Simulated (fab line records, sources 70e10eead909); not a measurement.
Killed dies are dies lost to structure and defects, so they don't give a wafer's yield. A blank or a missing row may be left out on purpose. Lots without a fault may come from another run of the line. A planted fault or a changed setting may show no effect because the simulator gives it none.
fab line records | flow nand_harc
record lots=11 wafers=33 last_day=33
route steps=1302 shown P_CONTACT@229 END@1302
lots that met no fault: from a run of the same line without faults
start_h: hours from the record's first day to the start of the lot's first wafer shown | wait_h: hours since the lot's step before | " the same as in the row above | L1.1+2: a row that stands for several wafers | - no value, or no start given | * or withheld: withheld | < > ~ a bound
route shown NAME@n: a module of which the file shows steps, and the number in the route of the first | usual: mean/standard deviation of fault-free wafers | same: alike in all rows | chamber/n: place in a boat | sites: the reading at each site | _std_site: their standard deviation | _edge_site: outer sites' mean less inner sites' | radius_mm: how far each site lies from the wafer's centre | mask NAME#n: copy n | behind: the tool/chamber that last shaped the wafer | hold: why the lot was held/for how many hours/how that ended | device: the transistor (n, p or np) that didn't switch | end of line: the same wafers' tests at the end of the route | a step without rows: its recipe alone | killed: dies lost to structure and defects at the first sort, not the wafer's yield | map: a wafer's dies, x killed, . not, _ none there
set.NAME: the setting as run; set.NAME@STEP: as run at that earlier step | model.NAME: the simulator's own value behind a step, which no gauge read
steps of the route over a sample of lots; a table a step, a row a wafer
services: from which hour (start_h, from the record's first day; less than 0 if before it) a tool's chamber was out of use, for how many hours, and why
## steps
# step NHARC_P_CONTACT_EXPOSE_09
# recipe na=1.35 target_cd_nm=90 dose_mj=81.26 mask_id=P_CA
# columns lot.wafer tool chamber start_h wait_h mask
L478.1+3+5 arfi_scanner-02 0 117.25 - P_CA#0
L480.2+4+6 arfi_scanner-01 0 136.58 - P_CA#0
L483.3+5+6 arfi_scanner-03 0 164.06 - P_CA#0
L486.2+5+6 arfi_scanner-02 0 197.48 - P_CA#0
L488.3+4+5 arfi_scanner-03 0 229.02 - P_CA_R1#0
L490.1+3+4 arfi_scanner-01 0 234.78 - P_CA#0
L493.2+4+5 arfi_scanner-02 0 264.82 - P_CA#0
L498.2+5+6 arfi_scanner-03 0 318.83 - P_CA#0
L499.2+4+5 arfi_scanner-02 0 330.33 - P_CA#0
L500.1+3+4 arfi_scanner-01 0 336.16 - P_CA#0
L501.2+4+6 arfi_scanner-03 0 343.85 - P_CA#0
# step NHARC_P_CONTACT_CD_MEAS_12
# recipe target_cd_nm=90 landing_energy_ev=500
# usual cd_nm=89.9/0.6
# columns lot.wafer tool chamber start_h wait_h cd_nm
L478.1 cd_sem-01 0 117.39 - 90.2
L478.3 " 0 " " 90.2
L478.5 " 0 " " 89.4
L480.2 cd_sem-02 0 136.72 - 90.7
L480.4 " 0 " " 89.8
L480.6 " 0 " " 90.9
L483.3 cd_sem-02 0 164.19 - 90.1
L483.5 " 0 " " 89.9
L483.6 " 0 " " 90.6
L486.2 cd_sem-02 0 197.62 - 90.4
L486.5 " 0 " " 90.5
L486.6 " 0 " " 89.6
L488.3 cd_sem-01 0 229.15 - 65.8
L488.4 " 0 " " 65.8
L488.5 " 0 " " 66.0
L490.1 cd_sem-01 0 234.92 - 88.9
L490.3 " 0 " " 88.8
L490.4 " 0 " " 89.7
L493.2 cd_sem-03 0 264.96 - 90.6
L493.4 " 0 " " 90.3
L493.5 " 0 " " 90.2
L498.2 cd_sem-03 0 318.97 - 88.8
L498.5 " 0 " " 89.8
L498.6 " 0 " " 89.4
L499.2 cd_sem-01 0 330.47 - 90.0
L499.4 " 0 " " 89.8
L499.5 " 0 " " 90.4
L500.1 cd_sem-03 0 336.30 - 90.0
L500.3 " 0 " " 90.5
L500.4 " 0 " " 89.8
L501.2 cd_sem-03 0 343.99 - 90.9
L501.4 " 0 " " 90.5
L501.6 " 0 " " 90.8
# step NHARC_P_CONTACT_OVL_MEAS_13
# usual overlay_x_nm=0.0/0.87 overlay_y_nm=0.0/0.77
# columns lot.wafer tool chamber start_h wait_h overlay_x_nm overlay_y_nm
L478.1 overlay-01 - 117.48 - -0.4 -1.6
L478.3 " - " " -1.2 -1.5
L478.5 " - " " -1.4 -1.0
L480.2 overlay-01 - 136.81 - -1.9 1.2
L480.4 " - " " -2.4 1.0
L480.6 " - " " -1.4 0.5
L483.3 overlay-02 - 164.28 - -1.0 0.2
L483.5 " - " " -1.4 0.6
L483.6 " - " " -0.9 0.6
L486.2 overlay-02 - 197.70 - -0.8 -1.0
L486.5 " - " " -0.6 -1.0
L486.6 " - " " -1.1 -0.5
L488.3 overlay-01 - 229.24 - 0.4 -0.1
L488.4 " - " " 0.8 0.4
L488.5 " - " " -0.2 0.5
L490.1 overlay-02 - 235.01 - 0.9 0.1
L490.3 " - " " 1.3 0.2
L490.4 " - " " 0.9 0.0
L493.2 overlay-01 - 265.04 - 0.1 -0.2
L493.4 " - " " 0.3 -0.5
L493.5 " - " " 0.0 -0.4
L498.2 overlay-02 - 319.05 - -0.4 0.4
L498.5 " - " " 0.0 0.5
L498.6 " - " " -0.2 0.6
L499.2 overlay-01 - 330.55 - -1.2 -0.6
L499.4 " - " " -0.9 -0.7
L499.5 " - " " -1.1 0.3
L500.1 overlay-02 - 336.39 - 1.2 0.9
L500.3 " - " " 1.2 0.5
L500.4 " - " " 1.2 1.1
L501.2 overlay-01 - 344.08 - -0.2 -0.1
L501.4 " - " " -0.2 0.3
L501.6 " - " " -0.4 0.3
# step NHARC_P_CONTACT_ETCH_31
# recipe target_depth_a=300 time_s=85.7 ion_energy_ev=120 over_etch_frac=1 ch3f_flow_sccm=50 o2_flow_sccm=30 ar_flow_sccm=200 rf_w=500 bias_w=100 chemistry=CH3F/O2
# usual drypump_motor_current_A=5.7/0.4 oes_product_au=0.980/0.014 rf_vpp_V=244.7/1.5 showerhead_plenum_p_Torr=2.48/0.092 throttle_valve_pct=20.662/0.0093
# columns lot.wafer tool chamber start_h wait_h drypump_motor_current_A oes_product_au rf_hours_counter_h rf_vpp_V showerhead_plenum_p_Torr throttle_valve_pct
L478.3 rie_diel-04 1 - - 5.5 0.990 6.8 245.7 2.53 20.654
L478.1 " 2 " " 6.3 0.988 5.8 244.8 2.46 20.659
L478.5 " 0 " " 6.1 0.964 - 246.4 2.53 20.656
L480.4 rie_diel-12 2 - - 5.3 0.990 1.6 241.7 2.34 20.674
L480.2 " 3 " " 5.8 0.979 1.3 246.1 2.57 20.656
L480.6 " 1 " " 5.3 0.957 - 245.2 2.45 20.644
L483.3 rie_diel-04 2 - - 6.3 0.982 9.5 243.8 2.46 20.659
L483.5 " 3 " " 5.3 0.969 - 247.4 2.61 20.681
L483.6 " 0 " " 6.1 0.970 - 245.1 2.53 20.661
L486.2 rie_diel-12 3 - - 5.8 0.966 2.8 245.8 2.57 20.667
L486.5 " 3 " " 5.8 0.952 - 246.5 2.57 20.675
L486.6 " 0 " " 5.9 0.968 - 242.5 2.40 20.651
L488.3 rie_diel-12 1 230.14 - 5.3 0.986 3.7 245.4 2.45 20.656
L488.4 " 2 " " 5.3 1.006 4.0 241.9 2.34 20.660
L488.5 " 3 " " 5.8 0.976 - 246.3 2.57 20.666
L490.4 rie_diel-12 0 - - 5.8 1.001 4.0 245.1 2.40 20.665
L490.3 " 2 " " 5.3 0.980 4.4 243.5 2.34 20.667
L490.1 " 3 " " 5.8 0.979 4.1 245.7 2.57 20.652
L493.4 rie_diel-12 3 - - 5.8 0.981 5.2 244.7 2.57 20.632
L493.2 " 1 " " 5.3 0.974 5.4 244.1 2.45 20.663
L493.5 " 3 " " 5.8 0.989 - 247.1 2.57 20.665
L498.2 rie_diel-12 1 - - 5.3 0.983 1.6 244.0 2.45 20.664
L498.5 " 1 " " 5.3 0.977 - 243.2 2.45 20.657
L498.6 " 2 " " 5.3 1.002 - 241.7 2.34 20.651
L499.2 rie_diel-04 0 - - 6.0 0.969 6.7 244.4 2.52 20.660
L499.4 " 1 " " 5.5 0.992 6.6 244.6 2.53 20.667
L499.5 " 3 " " 5.3 0.962 - 246.5 2.60 20.664
L500.1 rie_diel-04 1 - - 5.5 0.965 7.2 245.5 2.53 20.658
L500.4 " 2 " " 6.3 0.970 6.6 244.1 2.45 20.668
L500.3 " 3 " " 5.3 0.967 6.7 247.5 2.60 20.658
L501.2 rie_diel-04 0 - - 6.0 0.979 7.8 245.6 2.52 20.665
L501.4 " 3 " " 5.3 0.975 7.2 245.2 2.60 20.682
L501.6 " 1 " " 5.5 0.992 - 244.4 2.53 20.661
# step NHARC_P_CONTACT_CD_MEAS_19
# usual cd_nm=89.4/1.6
# columns lot.wafer tool chamber start_h wait_h cd_nm
L478.1 cd_sem-03 - 118.45 - 90.7
L478.3 " - " " 88.8
L478.5 " - " " 88.0
L480.2 cd_sem-01 - 137.91 - 89.7
L480.4 " - " " 88.3
L480.6 " - " " 93.6
L483.3 cd_sem-01 - 165.25 - 88.4
L483.5 " - " " 91.6
L483.6 " - " " 88.0
L486.2 cd_sem-02 - 199.12 - 87.4
L486.5 " - " " 88.4
L486.6 " - " " 91.3
L488.3 cd_sem-02 - 230.26 - 63.6
L488.4 " - " " 62.9
L488.5 " - " " 63.8
L490.1 cd_sem-02 - 235.97 - 87.8
L490.3 " - " " 91.1
L490.4 " - " " 88.2
L493.2 cd_sem-02 - 266.02 - 87.4
L493.4 " - " " 88.1
L493.5 " - " " 87.2
L498.2 cd_sem-01 - 320.02 - 89.1
L498.5 " - " " 88.5
L498.6 " - " " 89.2
L499.2 cd_sem-01 - 331.52 - 91.6
L499.4 " - " " 88.8
L499.5 " - " " 90.3
L500.1 cd_sem-03 - 337.36 - 89.2
L500.3 " - " " 90.8
L500.4 " - " " 91.1
L501.2 cd_sem-01 - 345.05 - 89.3
L501.4 " - " " 91.3
L501.6 " - " " 92.0
# step NHARC_P_CONTACT_STRIP_28
# recipe o2_flow_sccm=500 ar_flow_sccm=0 bias_w=0 chemistry=O2
# usual drypump_motor_current_A=5.7/0.43 oes_product_au=1.001/0.011 rf_vpp_V=57.8/0.88 showerhead_plenum_p_Torr=3.56/0.13 throttle_valve_pct=17.035/0.0083
# columns lot.wafer tool chamber start_h wait_h drypump_motor_current_A oes_product_au rf_hours_counter_h rf_vpp_V showerhead_plenum_p_Torr throttle_valve_pct
L478.1 rie_diel-05 0 118.53 0.1 5.0 0.988 0.9 59.5 3.60 17.034
L478.3 " 2 " " 5.3 0.995 1.3 55.6 3.37 17.033
L478.5 " 1 " " 6.1 1.006 - 56.1 3.47 17.038
L480.2 rie_diel-04 2 138.01 0.1 6.3 0.997 7.1 57.7 3.53 17.033
L480.4 " 3 " " 5.3 0.989 7.1 58.3 3.73 17.035
L480.6 " 1 " " 5.5 1.008 - 57.6 3.63 17.039
L483.3 rie_diel-12 2 165.32 0.1 5.3 1.012 2.0 57.2 3.36 17.046
L483.6 " 2 " " 5.3 1.030 - 57.5 3.37 17.025
L483.5 " 3 " " 5.8 0.999 - 57.7 3.69 17.028
L486.2 rie_diel-04 0 199.24 0.1 6.0 0.978 0.0 57.7 3.62 17.048
L486.6 " 1 " " 5.5 1.012 - 59.1 3.63 17.034
L486.5 " 2 " " 6.4 1.000 - 58.4 3.53 17.036
L488.3 rie_diel-04 3 230.35 0.1 5.3 0.988 1.8 58.2 3.73 17.028
L488.4 " 0 " " 6.0 0.982 1.9 57.1 3.62 17.026
L488.5 " 3 " " 5.3 0.990 - 58.9 3.73 17.041
L490.1 rie_diel-04 3 236.05 0.1 5.3 0.998 1.9 57.7 3.73 17.035
L490.4 " 0 " " 6.1 0.990 2.1 58.1 3.62 17.025
L490.3 " 1 " " 5.5 1.002 2.0 58.1 3.63 17.034
L493.2 rie_diel-04 3 266.10 0.1 5.3 0.993 2.5 59.5 3.73 17.039
L493.4 " 0 " " 6.0 0.994 2.7 57.5 3.62 17.040
L493.5 " 3 " " 5.3 0.993 - 58.0 3.73 17.035
L498.2 rie_diel-05 0 320.13 0.1 5.0 1.016 2.2 58.4 3.59 17.036
L498.5 " 2 " " 5.2 0.981 - 57.3 3.37 17.047
L498.6 " 3 " " 6.2 1.004 - 58.8 3.78 17.038
L499.4 rie_diel-05 1 331.61 0.1 6.1 1.002 2.4 57.2 3.46 17.044
L499.2 " 3 " " 6.2 0.983 2.0 57.8 3.78 17.043
L499.5 " 1 " " 6.1 0.997 - 56.8 3.46 17.028
L500.3 rie_diel-05 3 337.44 0.1 6.2 1.003 2.1 58.1 3.78 17.027
L500.1 " 1 " " 6.1 1.004 2.4 57.3 3.46 17.043
L500.4 " 2 " " 5.3 0.994 2.3 58.4 3.37 17.029
L501.2 rie_diel-12 1 345.12 0.1 5.3 1.000 1.8 57.9 3.51 17.041
L501.4 " 2 " " 5.3 1.002 2.5 57.8 3.36 17.032
L501.6 " 2 " " 5.3 1.011 - 59.0 3.36 17.038
# step NHARC_END_SORT_01
# recipe temp_c=25
# usual killed_at_array=63/17 killed_at_other=0.8/1.1 killed_at_periphery=3.5/3 killed_dies=67/17 killed_open=3.1/1.6 killed_short=2.6/1.4
# same gross_dies=677
# columns lot.wafer tool chamber start_h wait_h killed_at_array killed_at_other killed_at_periphery killed_dies killed_open killed_short
L488.3 prober-01 0 673.05 3.1 40 0 635 675 3 3
L488.4 prober-01 0 673.84 3.4 30 1 643 674 3 2
L488.5 prober-01 0 674.64 3.7 46 2 627 675 2 1
# killed by level:class
L488.3 P_CONTACT:area_expose=634 A_CHANNEL_HOLE_D2:chamber_film_flake=17 A_CHANNEL_HOLE_D1:chamber_film_flake=6 A_STAIRCASE:chamber_film_flake=5 A_SLIT:chamber_film_flake=3 A_CONTACT:chamber_film_flake=2 P_CONTACT:geometric_particle:short=1 A_CHANNEL_FILL_D1:geometric_particle:short=1
L488.4 P_CONTACT:area_expose=642 A_CHANNEL_HOLE_D2:chamber_film_flake=17 A_CHANNEL_HOLE_D1:chamber_film_flake=2 A_STAIRCASE:chamber_film_flake=2 A_SLIT:chamber_film_flake=2 P_CONTACT:geometric_particle:open=1 A_SOURCE_PLATE:geometric_particle:open=1 A_CHANNEL_FILL_D1:geometric_particle:short=1
L488.5 P_CONTACT:area_expose=625 A_CHANNEL_HOLE_D2:chamber_film_flake=22 A_CHANNEL_FILL_D2:chamber_film_flake=5 A_CHANNEL_HOLE_D1:chamber_film_flake=4 A_SLIT:chamber_film_flake=4 A_CONTACT:chamber_film_flake=3 A_ZERO_WELL:chamber_film_flake=2 A_CHANNEL_FILL_D1:chamber_film_flake=2
## services
# columns tool chamber start_h hours kind
arfi_scanner-03 - 102.55 2.7 repair
rie_diel-12 3 106.92 9.6 repair
rie_diel-12 0 131.90 5.8 repair
arfi_scanner-02 - 140.00 4.0 pm
rie_diel-12 - 164.53 0.6 repair
rie_diel-12 1 166.11 5.9 repair
arfi_scanner-03 - 172.22 9.1 repair
rie_diel-04 - 177.90 9.0 pm
rie_diel-12 - 192.85 0.4 repair
arfi_scanner-03 - 196.00 4.0 pm
rie_diel-05 1 207.70 2.5 repair
rie_diel-12 1 211.64 2.7 repair
arfi_scanner-02 - 214.49 0.9 repair
rie_diel-04 - 217.25 0.9 repair
rie_diel-05 - 229.69 9.0 pm
rie_diel-05 - 239.11 1.2 repair
rie_diel-12 - 239.77 0.6 repair
rie_diel-12 - 268.40 9.0 pm
rie_diel-04 - 270.35 0.4 repair
rie_diel-05 3 275.40 5.8 repair
arfi_scanner-03 - 278.60 1.9 repair
arfi_scanner-03 - 280.92 0.4 repair
rie_diel-12 1 324.50 12.4 repair
rie_diel-12 - 339.68 0.1 repair
## key
first_sign step=NHARC_P_CONTACT_EXPOSE_09 reading=mask direction=changed
effect step=NHARC_P_CONTACT_CD_MEAS_12 reading=cd_nm direction=down sigmas=40 usual=89.9 struck=65.9
effect step=NHARC_P_CONTACT_CD_MEAS_19 reading=cd_nm direction=down sigmas=16 usual=89.4 struck=63.4
effect step=NHARC_END_SORT_01 reading=killed_at_periphery direction=up sigmas=99+ usual=3.5 struck=635
more_kills_born_at NHARC_P_CONTACT_EXPOSE_09@arfi_scanner-03=1901
met_at NHARC_P_CONTACT_EXPOSE_09
struck_lots L488
later_rows_left_out L488.3,L488.4,L488.5
tester_left_out L488
not_acting_at NHARC_P_CONTACT_OVL_MEAS_13,NHARC_P_CONTACT_ETCH_31,NHARC_P_CONTACT_STRIP_28
onset_between 164.06 229.02
fault kind=wrong_mask tool=any chamber=- onset_h=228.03 steps=NHARC_P_CONTACT_EXPOSE_09 aux_copy=P_CA_R1#0 cd_offset_nm=-23.41 scope=struck_lots_only
# tester_left_out: of these lots the tester's yield and bins aren't shown, on N5 and GAA mostly nor the transistor test; their killed dies are dies lost to structure and defects alone, not to doping, threshold or leakage, so they don't give the yield
# later_rows_left_out: the simulator's readings of these wafers behind a module that went badly wrong aren't trusted and aren't shown, but for the sort
